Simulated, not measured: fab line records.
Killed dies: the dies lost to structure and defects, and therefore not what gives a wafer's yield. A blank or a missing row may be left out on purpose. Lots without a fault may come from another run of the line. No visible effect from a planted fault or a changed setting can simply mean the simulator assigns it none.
Lot-split experiment -- flow n5_finfet -- 21 wafers read from 7 lots, route of 1938 steps

## ON THE SPLIT
At N5_BEOL_M13_COAT_66 (time 60 s, resist thk 110 nm), the setting spin_rpm was moved away from the recipe's 1500 rpm on 9 of the 21 wafers read, by -7.7% to +8.9%. For the rest of the wafers, this setting stayed at what the recipe calls for.

The reading comes from the split's own step.

## THE READING
SiARC_of_BEOL_M13_COAT_66.thk_nm (the simulator's own value, which no gauge read), in nm, at N5_BEOL_M13_COAT_66 (time 60 s, resist thk 110 nm). The file gives no usual value for it. Average 110.1 nm, standard deviation 0.32 nm, over the 12 wafers here run with the recipe.

wafer,"tool, chamber at the split","spin_rpm as run, rpm",against the recipe,"SiARC_of_BEOL_M13_COAT_66.thk_nm, nm",against lot-mates on the recipe
L074.2,"litho_track-05, 0",1596,+6.4%,106.4,-3.6
L074.3,"litho_track-05, 0",1596,+6.4%,106.2,-3.8
L074.4,"litho_track-05, 0",1500,recipe,110,-
L078.2,"litho_track-01, 0",1500,recipe,109.8,-
L078.3,"litho_track-01, 0",1425,-5.0%,112.4,+2.6
L078.5,"litho_track-01, 0",1425,-5.0%,112.8,+3.0
L081.1,"litho_track-02, 0",1418,-5.5%,113.4,+3.2
L081.3,"litho_track-02, 0",1418,-5.5%,113.2,+3.0
L081.4,"litho_track-02, 0",1500,recipe,110.2,-
L084.1,"litho_track-02, 0",1500,recipe,110.8,-
L084.2,"litho_track-02, 0",1500,recipe,110.2,-
L084.6,"litho_track-02, 0",1500,recipe,110.6,-
L089.2,"litho_track-01, 0",1500,recipe,110,-
L089.4,"litho_track-01, 0",1634,+8.9%,105.2,-4.6
L089.6,"litho_track-01, 0",1500,recipe,109.6,-
L091.2,"litho_track-01, 0",1385,-7.7%,114.6,+4.6
L091.3,"litho_track-01, 0",1385,-7.7%,114.2,+4.2
L091.5,"litho_track-01, 0",1500,recipe,110,-
L097.1,"litho_track-01, 0",1500,recipe,110,-
L097.5,"litho_track-01, 0",1500,recipe,110,-
L097.4,"litho_track-01, 0",1500,recipe,109.8,-

THE FIT
A straight line over all 21 wafers: SiARC_of_BEOL_M13_COAT_66.thk_nm changes by -0.563 nm for each +1% of spin_rpm; r = -0.99; the points scatter about the line by 0.3 nm.
The same after taking each lot's own level away (the mean of its wafers on the recipe; 21 wafers): -0.559 nm for each +1%; r = -1.00; scatter 0.19 nm.
Per that fit: largest spin_rpm move, reading shift of 5 nm.
From 109.80 to 110.53 nm: that is the span of the lots' own levels, equal to 2.3 times the standard deviation above.
The two slopes are in agreement: the lot-to-lot level therefore moves the slope only a little.
Check: for one of the wafers moved furthest among these (+8.9%), held out of the fit, the line's prediction against its lot-mates is -5.12 nm. Against them it came out at -4.6 nm.

## THESE WAFERS: OTHER SPLITS
Other splits were also applied to these wafers ahead of the reading. Each is held against what the fit with the lots' levels taken away leaves over:
other split on the same wafers,wafers away from the commonest value,r with SiARC_of_BEOL_M13_COAT_66.thk_nm (lot level and that fit taken away)
N5_BEOL_M11_EXPOSE_25 dose_mj,5,-0.16
N5_BEOL_M12_ILD_DEP_00 time_s,8,+0.29

## THE FILE'S OWN FIT
SiARC_of_BEOL_M13_COAT_66.thk_nm changes by -0.552 nm for each +1% of spin_rpm, r = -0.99.
